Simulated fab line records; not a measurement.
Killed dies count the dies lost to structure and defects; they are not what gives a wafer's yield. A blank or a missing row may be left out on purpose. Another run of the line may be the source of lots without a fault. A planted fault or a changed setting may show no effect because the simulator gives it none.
Matching of chambers / flow n5-finfet / 4 sister chambers for N5_HKMG_FIN_ALD_71 on ald-metal-01
The step deposits TiN, target thk 1 nm, pulse time 1 s, purge time 3 s. 7 wafers are shown with their chamber, then 7 later ones without.

## WAFERS PAIRED WITH THEIR CHAMBERS
wafer=L081.3; chamber=1; heater-power-w (W)=916; precursor-pulse-height-rel=0.982
wafer=L082.2; chamber=2; heater-power-w (W)=906; precursor-pulse-height-rel=0.990
wafer=L085.1; chamber=2; heater-power-w (W)=919; precursor-pulse-height-rel=1.033
wafer=L085.2; chamber=3; heater-power-w (W)=864; precursor-pulse-height-rel=0.998
wafer=L085.6; chamber=0; heater-power-w (W)=843; precursor-pulse-height-rel=0.988
wafer=L086.4; chamber=0; heater-power-w (W)=810; precursor-pulse-height-rel=0.967
wafer=L086.5; chamber=3; heater-power-w (W)=825; precursor-pulse-height-rel=0.980

## WAFERS WITHOUT THEIR CHAMBER
wafer=L086.6; heater-power-w (W)=827; precursor-pulse-height-rel=1.035
wafer=L091.1; heater-power-w (W)=847; precursor-pulse-height-rel=1.013
wafer=L091.3; heater-power-w (W)=909; precursor-pulse-height-rel=1.003
wafer=L091.4; heater-power-w (W)=832; precursor-pulse-height-rel=1.023
wafer=L096.4; heater-power-w (W)=939; precursor-pulse-height-rel=0.994
wafer=L096.5; heater-power-w (W)=926; precursor-pulse-height-rel=0.996
wafer=L096.6; heater-power-w (W)=921; precursor-pulse-height-rel=0.997

## THE CHAMBER EACH PASSED THROUGH
wafer=L086.6; from the rows above=can't be placed: 3 or 0 or 2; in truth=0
wafer=L091.1; from the rows above=can't be placed: 3 or 0 or 2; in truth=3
wafer=L091.3; from the rows above=can't be placed: 2 or 1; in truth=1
wafer=L091.4; from the rows above=can't be placed: 3 or 0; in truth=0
wafer=L096.4; from the rows above=can't be placed: 1 or 2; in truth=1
wafer=L096.5; from the rows above=can't be placed: 1 or 2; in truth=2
wafer=L096.6; from the rows above=can't be placed: 1 or 2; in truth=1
0 of 7 placed correctly. Can't be placed from these rows: 7 (the true chamber is among the candidates in 7). 0 placed wrongly.
How it was worked out, from the rows above alone: a wafer's distance from a chamber is the root of the sum, over the readings, of the square of ((its reading less the chamber's mean) divided by the reading's scatter). If the next closest chamber is less than 2 further off than the closest, the wafer can't be placed; otherwise it belongs to the closest. Each chamber's mean is taken over the wafers shown for it. How the scatter is found: for the shown wafers, subtract from each reading the mean of its chamber, square and add these, divide the total by (wafers less chambers), then take the root.
